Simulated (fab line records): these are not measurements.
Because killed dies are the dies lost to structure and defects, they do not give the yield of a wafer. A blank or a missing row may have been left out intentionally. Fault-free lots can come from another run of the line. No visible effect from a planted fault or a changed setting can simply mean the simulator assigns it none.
Chamber matching -- flow n5_finfet -- N5_BEOL_M3_STRIP_66 on rie_diel-02: 4 sister chambers
The step strips in CF4. 8 wafers are shown with their chamber, then 9 later ones without.

## WAFERS WITH THEIR CHAMBER
wafer,chamber,showerhead_plenum_p_Torr (Torr),drypump_motor_current_A (A)
L079.2,3,1.76,5.3
L081.4,0,1.87,6.2
L086.1,2,1.77,6.2
L086.2,1,1.82,6.6
L086.6,1,1.81,6.6
L088.2,0,1.86,6.3
L088.5,2,1.77,6.1
L088.6,3,1.76,5.3

## WAFERS MISSING THEIR CHAMBER
wafer,showerhead_plenum_p_Torr (Torr),drypump_motor_current_A (A)
L090.1,1.77,6.1
L090.3,1.86,6.2
L090.5,1.86,6.3
L092.2,1.86,6.2
L092.4,1.75,5.3
L092.6,1.75,5.3
L094.1,1.81,6.7
L094.5,1.81,6.6
L094.6,1.86,6.3

## CHAMBER TAKEN BY EACH
wafer,from the rows above,in truth
L090.1,2,2
L090.3,0,0
L090.5,0,0
L092.2,0,0
L092.4,3,3
L092.6,3,3
L094.1,1,1
L094.5,1,1
L094.6,0,0
Correctly placed: 9 of 9. Can't be placed from these rows: 0. Placed wrongly: 0.
How it was worked out, from the rows above alone: a wafer's distance from a chamber is the root of the sum, over the readings, of the square of ((its reading less the chamber's mean) divided by the reading's scatter). The wafer belongs to the nearest chamber; if the next one is less than 2 further off, it can't be placed. Each chamber's mean is taken over the wafers shown for it. How the scatter is found: for the shown wafers, subtract from each reading the mean of its chamber, square and add these, divide the total by (wafers less chambers), then take the root.
